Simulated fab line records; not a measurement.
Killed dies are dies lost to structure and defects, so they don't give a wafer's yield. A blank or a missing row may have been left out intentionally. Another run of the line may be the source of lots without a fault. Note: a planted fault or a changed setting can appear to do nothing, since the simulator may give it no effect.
8D (eight disciplines) problem report, filled in by code ; flow nand_harc ; the parts of the form that need people (team, actions taken, sign-off) are left out

== 1. THE ISSUE ==
At NHARC_A_ONON_D1_DEP_25, sih4_flow_sccm averages 251.5 sccm over 6 wafers from 2 lots, while fault-free wafers read 209.9 sccm, standard deviation 0.58. Measured from the usual mean, that is +72 standard deviations.
The step: target thk 1000 nm.
Earliest sighting: wafer L272.2 on pecvd_onon-04 at day 9 19:38. The record has a number at this step for 39 wafers belonging to 13 lots. The rule behind "out" and "out of limits": a value lying over 4 standard deviations away from the usual mean. The rest of the wafers with a number are treated as sound.

== 2. WHAT IT IS, WHAT IT ISN'T ==
question;is;is not
which readings at this step;sih4_flow_sccm;-
which lots;L272, L274;L264, L265, L266, L268, L277, L282, L283, L284, L285, L286, L287
which wafers of those lots;all that have a number;-
read on which tools;pecvd_onon-04;pecvd_onon-02, pecvd_onon-03
when;from day 9 19:38;"up to then (12 sound wafers); but 21 sound wafers of L277, L282, L283, L284, L285, L286, L287 came after"

== 3. SUSPECTS, AND WHAT RULES EACH OUT ==
Counting: a tool at any process step up to the reading remains a suspect when it ran all the lots that are out and ran no sound lot after the first of those.
- pecvd_onon-04 at NHARC_A_ONON_D1_DEP_25 (target thk 1000 nm): ruled out as a lasting fault. After its first lot that is out, L272 (day 9 19:38), sound lots L286 ran on it.
Left after counting: nothing in the record.

== 4. THE CAUSE (what the simulator had put in) ==
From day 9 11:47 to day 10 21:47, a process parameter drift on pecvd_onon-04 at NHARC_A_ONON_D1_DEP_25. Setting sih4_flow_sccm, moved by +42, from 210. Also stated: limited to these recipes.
Counting ruled it out, wrongly.

== 5. THE CHAIN OF EFFECTS, in route order ==
Each row: a reading whose mean over the struck wafers that have a number lies more than 3 standard deviations from the usual. Only readings for which the record gives a usual standard deviation are gone through. hours: the time from each lot's start at the first step in this table that gives one to its start at this step, as a median over the lots. sigmas: the change in usual standard deviations.
hours;step;reading;usual;on struck wafers;change;sigmas
0;NHARC_A_ONON_D1_DEP_25;sih4_flow_sccm;209.9 sccm;251.5;+41.6;+72
Process steps it contains:
- NHARC_A_ONON_D1_DEP_25: target thk 1000 nm.

== 6. HOW IT WOULD HAVE BEEN CAUGHT EARLIER ==
The fault began at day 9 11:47; the first out-of-limits reading in this record came at day 9 19:38, 8 hours later.
